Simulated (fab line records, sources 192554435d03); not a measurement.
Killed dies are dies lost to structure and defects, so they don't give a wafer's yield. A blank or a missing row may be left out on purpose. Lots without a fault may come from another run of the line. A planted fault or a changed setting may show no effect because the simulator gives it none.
Which tool did it? | flow n5_finfet | 24 lots, 72 wafers sampled, at 6 steps of a route of 1938

WHAT THE GAUGES READ, wafer by wafer
The record holds no reading of a measuring or inspecting step that can be judged against a usual standard deviation.

WHICH TOOL RAN EACH LOT (tool, then ch and the chambers of the sampled wafers, then the start)
lot  | N5_BEOL_M9_CURE_72            | N5_BEOL_M9_DEGAS_44          | N5_BEOL_M9_SPUTTER_48        | N5_BEOL_M10_ILD_DEP_00          | N5_BEOL_M10_ETCH_62                | N5_BEOL_M11_ILD_DEP_00
L074 | uv_cure-03 ch 2, day 10 15:52 | pvd_sputter-01, day 10 16:53 | pvd_sputter-01, day 10 17:36 | pecvd-04 ch 0,1, day 10 18:37   | rie_diel-05 ch 0,1,3, day 10 20:10 | pecvd-04 ch 0,1,2, day 11 05:17
L075 | uv_cure-03 ch 1, day 11 20:32 | pvd_sputter-01, day 11 20:49 | pvd_sputter-01, day 11 21:38 | pecvd-04 ch 0,1, day 11 22:40   | rie_diel-05 ch 0,3, day 12 00:01   | pecvd-01 ch 1,2, day 12 05:43
L077 | uv_cure-01 ch 2, day 12 07:54 | pvd_sputter-01, day 12 10:17 | pvd_sputter-01, day 12 11:30 | pecvd-03 ch 0,1, day 12 12:32   | rie_diel-02 ch 2,3, day 12 13:54   | pecvd-02 ch 1, day 12 19:16
L076 | uv_cure-02 ch 1, day 12 15:41 | pvd_sputter-01, day 12 15:51 | pvd_sputter-01, day 12 16:24 | pecvd-03 ch 0,1,2, day 12 17:29 | rie_diel-04 ch 0,2,3, day 12 18:49 | pecvd-04 ch 0,1,2, day 13 01:13
L078 | uv_cure-01 ch 2, day 13 01:11 | pvd_sputter-02, day 13 02:59 | pvd_sputter-02, day 13 03:43 | pecvd-03 ch 0,1,2, day 13 04:45 | rie_diel-04 ch 0,1,3, day 13 07:29 | pecvd-02 ch 1,2, day 13 12:47
L079 | uv_cure-01 ch 0, day 13 04:03 | pvd_sputter-02, day 13 04:26 | pvd_sputter-01, day 13 06:41 | pecvd-03 ch 0,1, day 13 07:44   | rie_diel-04 ch 0,1,3, day 13 09:37 | pecvd-04 ch 0,2, day 13 14:45
L080 | uv_cure-02 ch 1, day 13 14:25 | pvd_sputter-02, day 13 14:54 | pvd_sputter-01, day 13 15:29 | pecvd-04 ch 0,1,2, day 13 16:54 | rie_diel-05 ch 0,2,3, day 13 19:12 | pecvd-01 ch 0,2, day 14 01:39
L081 | uv_cure-03 ch 2, day 15 02:20 | pvd_sputter-01, day 15 02:42 | pvd_sputter-01, day 15 03:22 | pecvd-03 ch 1,2, day 15 04:31   | rie_diel-04 ch 1,2,3, day 15 07:03 | pecvd-02 ch 0,1, day 15 11:21
L083 | uv_cure-01 ch 1, day 15 23:50 | pvd_sputter-01, day 16 00:59 | pvd_sputter-01, day 16 01:48 | pecvd-04 ch 1,2, day 16 02:52   | rie_diel-05 ch 0,1,3, day 16 04:51 | pecvd-04 ch 0,2, day 16 09:56
L084 | uv_cure-02 ch 0, day 16 01:33 | pvd_sputter-01, day 16 01:43 | pvd_sputter-01, day 16 03:55 | pecvd-04 ch 0,1,2, day 16 05:22 | rie_diel-04 ch 0,1,2, day 16 08:35 | pecvd-04 ch 0,1,2, day 16 16:55
L085 | uv_cure-01 ch 2, day 16 12:37 | pvd_sputter-01, day 16 12:56 | pvd_sputter-02, day 16 13:41 | pecvd-03 ch 0,1,2, day 16 15:02 | rie_diel-04 ch 0,2,3, day 16 17:05 | pecvd-04 ch 0,1,2, day 16 23:18
L086 | uv_cure-01 ch 2, day 16 21:33 | pvd_sputter-03, day 16 22:02 | pvd_sputter-03, day 16 22:55 | pecvd-03 ch 0,2, day 16 23:57   | rie_diel-04 ch 1,2, day 17 01:19   | pecvd-01 ch 0,1,2, day 17 06:04
L087 | uv_cure-03 ch 0, day 17 05:34 | pvd_sputter-01, day 17 06:06 | pvd_sputter-02, day 17 06:40 | pecvd-04 ch 0,1,2, day 17 07:41 | rie_diel-05 ch 1,3, day 17 11:29   | pecvd-02 ch 0,1,2, day 17 16:24
L090 | uv_cure-01 ch 2, day 17 05:59 | pvd_sputter-03, day 17 06:25 | pvd_sputter-01, day 17 10:17 | pecvd-03 ch 0,1,2, day 17 11:18 | rie_diel-02 ch 0,3, day 17 12:34   | pecvd-02 ch 0,1, day 17 18:05
L088 | uv_cure-01 ch 2, day 17 20:55 | pvd_sputter-02, day 17 21:22 | pvd_sputter-03, day 17 22:07 | pecvd-01 ch 0,2, day 17 23:07   | rie_diel-04 ch 2,3, day 18 01:43   | pecvd-04 ch 0,2, day 18 09:22
L097 | uv_cure-01 ch 2, day 18 11:05 | pvd_sputter-02, day 18 11:19 | pvd_sputter-03, day 18 12:44 | pecvd-01 ch 0,1, day 18 13:48   | rie_diel-05 ch 0,1,3, day 18 17:41 | pecvd-04 ch 0,2, day 19 00:53
L095 | uv_cure-03 ch 2, day 18 11:13 | pvd_sputter-01, day 18 11:28 | pvd_sputter-03, day 18 12:54 | pecvd-01 ch 0,1,2, day 18 14:05 | rie_diel-02 ch 1,2, day 18 17:47   | pecvd-04 ch 0,1,2, day 18 22:10
L091 | uv_cure-01 ch 0, day 18 13:46 | pvd_sputter-02, day 18 14:21 | pvd_sputter-02, day 18 16:33 | pecvd-04 ch 0,1,2, day 18 17:40 | rie_diel-02 ch 0,2,3, day 18 20:48 | pecvd-04 ch 0,1,2, day 19 02:50
L092 | uv_cure-01 ch 1, day 19 01:40 | pvd_sputter-02, day 19 02:09 | pvd_sputter-01, day 19 02:52 | pecvd-04 ch 0,2, day 19 04:14   | rie_diel-02 ch 2,3, day 19 06:47   | pecvd-04 ch 0,1, day 19 11:37
L094 | uv_cure-02 ch 2, day 19 08:22 | pvd_sputter-03, day 19 08:43 | pvd_sputter-03, day 19 09:23 | pecvd-04 ch 1,2, day 19 10:24   | rie_diel-04 ch 0,1,3, day 19 13:37 | pecvd-02 ch 0,1,2, day 19 21:24
L089 | uv_cure-03 ch 2, day 19 08:57 | pvd_sputter-03, day 19 09:18 | pvd_sputter-03, day 19 09:59 | pecvd-04 ch 0,1,2, day 19 11:13 | rie_diel-02 ch 0,2,3, day 19 13:56 | pecvd-04 ch 0,2, day 19 22:12
L093 | uv_cure-03 ch 1, day 19 13:56 | pvd_sputter-03, day 19 14:35 | pvd_sputter-02, day 19 17:02 | pecvd-01 ch 0,1,2, day 19 18:03 | rie_diel-02 ch 0,1, day 20 00:52   | pecvd-02 ch 0,1, day 20 08:30
L082 | uv_cure-03 ch 1, day 19 19:31 | pvd_sputter-03, day 19 20:12 | pvd_sputter-02, day 19 20:55 | pecvd-01 ch 0,1,2, day 19 21:59 | rie_diel-05 ch 0,2,3, day 20 01:01 | pecvd-01 ch 0,1,2, day 20 08:45
L096 | uv_cure-02 ch 0, day 19 19:46 | pvd_sputter-03, day 19 20:17 | pvd_sputter-03, day 19 21:02 | pecvd-03 ch 0,1,2, day 19 22:20 | rie_diel-05 ch 0,2, day 20 01:38   | pecvd-02 ch 0,2, day 20 09:42
- N5_BEOL_M9_CURE_72: cures SiCOH lowk, time 120 s.
- N5_BEOL_M9_DEGAS_44: time 60 s.
- N5_BEOL_M9_SPUTTER_48: material Cu, target thk 12 nm, time 2 s.
- N5_BEOL_M10_ILD_DEP_00: deposits SiCOH lowk from DEMS/porogen, target thk 308.51 nm, time 58 s.
- N5_BEOL_M10_ETCH_62: etches SOC in N2/H2, target depth 110 nm, overetch 22 nm, time 165 s.
- N5_BEOL_M11_ILD_DEP_00: deposits SiCOH lowk from DEMS/porogen, target thk 308.51 nm, time 58 s.

WHAT THE TOOLS THEMSELVES READ (means of the sampled wafers that have a number; where no wafer has one, the mark that the record gives instead)
N5_BEOL_M9_CURE_72.
lot  | tool       | lamp_power_pct (%) | wafer_temp_C_max
L074 | uv_cure-03 | 52.38              | 371.2
L075 | uv_cure-03 | 52.31              | 371.9
L077 | uv_cure-01 | 52.29              | 372.1
L076 | uv_cure-02 | 52.30              | 372.3
L078 | uv_cure-01 | 52.28              | 372.0
L079 | uv_cure-01 | 52.34              | 372.7
L080 | uv_cure-02 | 52.24              | 372.2
L081 | uv_cure-03 | 52.30              | 371.4
L083 | uv_cure-01 | 52.34              | 371.0
L084 | uv_cure-02 | 52.35              | 370.9
L085 | uv_cure-01 | 52.27              | 372.4
L086 | uv_cure-01 | 52.32              | 371.8
L087 | uv_cure-03 | 52.29              | 371.4
L090 | uv_cure-01 | 52.28              | 372.4
L088 | uv_cure-01 | 52.31              | 372.2
L097 | uv_cure-01 | 52.32              | 372.1
L095 | uv_cure-03 | 52.33              | 371.5
L091 | uv_cure-01 | 52.30              | 372.6
L092 | uv_cure-01 | 52.31              | 371.5
L094 | uv_cure-02 | 52.26              | 371.6
L089 | uv_cure-03 | 52.33              | 371.3
L093 | uv_cure-03 | 52.35              | 371.8
L082 | uv_cure-03 | 52.30              | 371.7
L096 | uv_cure-02 | 52.30              | 371.0

N5_BEOL_M9_DEGAS_44.
lot  | tool           | heater_power_w (W)
L074 | pvd_sputter-01 | 327
L075 | pvd_sputter-01 | 306
L077 | pvd_sputter-01 | 283
L076 | pvd_sputter-01 | 298
L078 | pvd_sputter-02 | 330
L079 | pvd_sputter-02 | 336
L080 | pvd_sputter-02 | 345
L081 | pvd_sputter-01 | 305
L083 | pvd_sputter-01 | 302
L084 | pvd_sputter-01 | 320
L085 | pvd_sputter-01 | 320
L086 | pvd_sputter-03 | 359
L087 | pvd_sputter-01 | 301
L090 | pvd_sputter-03 | 301
L088 | pvd_sputter-02 | 327
L097 | pvd_sputter-02 | 327
L095 | pvd_sputter-01 | 303
L091 | pvd_sputter-02 | 327
L092 | pvd_sputter-02 | 363
L094 | pvd_sputter-03 | 340
L089 | pvd_sputter-03 | 344
L093 | pvd_sputter-03 | 300
L082 | pvd_sputter-03 | 343
L096 | pvd_sputter-03 | 341

N5_BEOL_M9_SPUTTER_48.
lot  | tool           | bias_v (V) | throttle_valve_pct (%)
L074 | pvd_sputter-01 | 59.7       | 29.8
L075 | pvd_sputter-01 | 59.9       | 29.9
L077 | pvd_sputter-01 | 60.4       | 29.8
L076 | pvd_sputter-01 | 59.8       | 29.6
L078 | pvd_sputter-02 | 60.3       | 29.3
L079 | pvd_sputter-01 | 59.8       | 29.9
L080 | pvd_sputter-01 | 59.3       | 29.8
L081 | pvd_sputter-01 | 60.3       | 30.0
L083 | pvd_sputter-01 | 60.0       | 29.8
L084 | pvd_sputter-01 | 59.6       | 30.4
L085 | pvd_sputter-02 | 60.6       | 29.2
L086 | pvd_sputter-03 | 60.6       | 28.5
L087 | pvd_sputter-02 | 60.3       | 29.1
L090 | pvd_sputter-01 | 59.8       | 29.6
L088 | pvd_sputter-03 | 59.7       | 29.2
L097 | pvd_sputter-03 | 60.3       | 29.0
L095 | pvd_sputter-03 | 59.8       | 28.8
L091 | pvd_sputter-02 | 60.4       | 29.2
L092 | pvd_sputter-01 | 59.5       | 30.3
L094 | pvd_sputter-03 | 60.7       | 29.0
L089 | pvd_sputter-03 | 60.1       | 28.7
L093 | pvd_sputter-02 | 60.1       | 29.5
L082 | pvd_sputter-02 | 59.6       | 29.4
L096 | pvd_sputter-03 | 60.3       | 29.3

N5_BEOL_M10_ILD_DEP_00.
lot  | tool     | heater_power_w (W) | showerhead_plenum_p_Torr (Torr) | throttle_valve_pct (%)
L074 | pecvd-04 | 271                | 5.736                           | 13.7
L075 | pecvd-04 | 257                | 5.732                           | 13.8
L077 | pecvd-03 | 296                | 5.718                           | 14.3
L076 | pecvd-03 | 303                | 5.720                           | 13.8
L078 | pecvd-03 | 295                | 5.724                           | 13.9
L079 | pecvd-03 | 307                | 5.727                           | 14.2
L080 | pecvd-04 | 261                | 5.734                           | 13.8
L081 | pecvd-03 | 302                | 5.718                           | 13.9
L083 | pecvd-04 | 244                | 5.730                           | 13.7
L084 | pecvd-04 | 266                | 5.743                           | 14.0
L085 | pecvd-03 | 308                | 5.728                           | 13.9
L086 | pecvd-03 | 321                | 5.738                           | 14.0
L087 | pecvd-04 | 271                | 5.742                           | 13.8
L090 | pecvd-03 | 309                | 5.727                           | 14.0
L088 | pecvd-01 | 284                | 5.741                           | 13.8
L097 | pecvd-01 | 284                | 5.756                           | 14.2
L095 | pecvd-01 | 332                | 5.740                           | 14.0
L091 | pecvd-04 | 280                | 5.739                           | 14.0
L092 | pecvd-04 | 282                | 5.716                           | 14.2
L094 | pecvd-04 | 241                | 5.735                           | 13.9
L089 | pecvd-04 | 265                | 5.738                           | 13.9
L093 | pecvd-01 | 325                | 5.754                           | 14.2
L082 | pecvd-01 | 308                | 5.742                           | 14.0
L096 | pecvd-03 | 309                | 5.720                           | 14.1

N5_BEOL_M10_ETCH_62.
lot  | tool        | drypump_motor_current_A (A) | oes_product_au (a.u.) | rf_vpp_V (V) | showerhead_plenum_p_Torr (Torr) | throttle_valve_pct (%)
L074 | rie_diel-05 | 6.1                         | 0.70                  | 526.5        | 2.65                            | 17.86
L075 | rie_diel-05 | 6.4                         | 0.69                  | 525.6        | 2.61                            | 17.92
L077 | rie_diel-02 | 5.6                         | 0.65                  | 522.9        | 2.51                            | 18.06
L076 | rie_diel-04 | 5.5                         | 0.71                  | 525.2        | 2.60                            | 17.79
L078 | rie_diel-04 | 5.6                         | 0.75                  | 525.0        | 2.59                            | 17.83
L079 | rie_diel-04 | 5.6                         | 0.75                  | 525.3        | 2.59                            | 17.83
L080 | rie_diel-05 | 6.2                         | 0.71                  | 526.3        | 2.60                            | 17.88
L081 | rie_diel-04 | 5.2                         | 0.76                  | 522.9        | 2.51                            | 17.76
L083 | rie_diel-05 | 6.1                         | 0.67                  | 526.9        | 2.63                            | 17.90
L084 | rie_diel-04 | 5.6                         | 0.73                  | 523.6        | 2.55                            | 17.76
L085 | rie_diel-04 | 5.5                         | 0.75                  | 524.7        | 2.59                            | 17.68
L086 | rie_diel-04 | 5.3                         | 0.75                  | 522.1        | 2.47                            | 17.67
L087 | rie_diel-05 | 5.8                         | 0.66                  | 526.9        | 2.67                            | 17.87
L090 | rie_diel-02 | 5.6                         | 0.69                  | 523.7        | 2.51                            | 17.88
L088 | rie_diel-04 | 5.1                         | 0.75                  | 524.6        | 2.55                            | 17.69
L097 | rie_diel-05 | 6.1                         | 0.74                  | 526.2        | 2.63                            | 17.78
L095 | rie_diel-02 | 5.8                         | 0.59                  | 525.9        | 2.62                            | 18.02
L091 | rie_diel-02 | 5.6                         | 0.67                  | 524.2        | 2.59                            | 17.90
L092 | rie_diel-02 | 5.7                         | 0.61                  | 523.9        | 2.56                            | 18.14
L094 | rie_diel-04 | 5.6                         | 0.70                  | 524.7        | 2.57                            | 17.92
L089 | rie_diel-02 | 5.6                         | 0.67                  | 525.6        | 2.58                            | 17.92
L093 | rie_diel-02 | 5.7                         | 0.80                  | 526.9        | 2.68                            | 17.46
L082 | rie_diel-05 | 6.2                         | 0.73                  | 525.5        | 2.59                            | 17.80
L096 | rie_diel-05 | 6.0                         | 0.71                  | 525.9        | 2.58                            | 17.87

N5_BEOL_M11_ILD_DEP_00.
lot  | tool     | heater_power_w (W) | showerhead_plenum_p_Torr (Torr) | throttle_valve_pct (%)
L074 | pecvd-04 | 272                | 5.732                           | 13.9
L075 | pecvd-01 | 310                | 5.754                           | 13.5
L077 | pecvd-02 | 263                | 5.743                           | 13.5
L076 | pecvd-04 | 268                | 5.734                           | 13.8
L078 | pecvd-02 | 260                | 5.734                           | 13.6
L079 | pecvd-04 | 263                | 5.727                           | 14.0
L080 | pecvd-01 | 278                | 5.734                           | 14.4
L081 | pecvd-02 | 265                | 5.740                           | 13.8
L083 | pecvd-04 | 290                | 5.727                           | 14.1
L084 | pecvd-04 | 253                | 5.728                           | 14.0
L085 | pecvd-04 | 244                | 5.735                           | 14.0
L086 | pecvd-01 | 319                | 5.746                           | 14.0
L087 | pecvd-02 | 303                | 5.737                           | 14.0
L090 | pecvd-02 | 280                | 5.739                           | 13.8
L088 | pecvd-04 | 278                | 5.718                           | 14.2
L097 | pecvd-04 | 231                | 5.725                           | 14.2
L095 | pecvd-04 | 281                | 5.746                           | 13.9
L091 | pecvd-04 | 238                | 5.736                           | 13.9
L092 | pecvd-04 | 258                | 5.745                           | 13.8
L094 | pecvd-02 | 292                | 5.745                           | 14.0
L089 | pecvd-04 | 272                | 5.719                           | 14.2
L093 | pecvd-02 | 274                | 5.735                           | 13.6
L082 | pecvd-01 | 319                | 5.751                           | 14.0
L096 | pecvd-02 | 302                | 5.730                           | 14.0

THE ANSWER, worked out from the rows above alone
Rule: what is usual is taken from the lots themselves. Put in order of their means at a reading, lots are off if they are a third of the lots or fewer, leave a main group of 4 or more, and stand apart from it by a gap of 3 or more times the standard deviation of the main group's means; of several such gaps the widest counts. A main group whose means are all the same, to the digits that the tables above print for the reading, isn't used. A lot without any number at a reading at which 4 lots or more have one is off too. The other lots that the step has rows for count as sound. The gauges are gone through in route order, then the tools' own readings, and for those a lot's mean is taken as printed above. The first step at which some lot is off is used, and at that step the reading that is off furthest; a lot without a number counts as furthest.
No lot is off at any reading shown: from this, nothing can be told.

WHAT THE SIMULATOR HAD PUT IN
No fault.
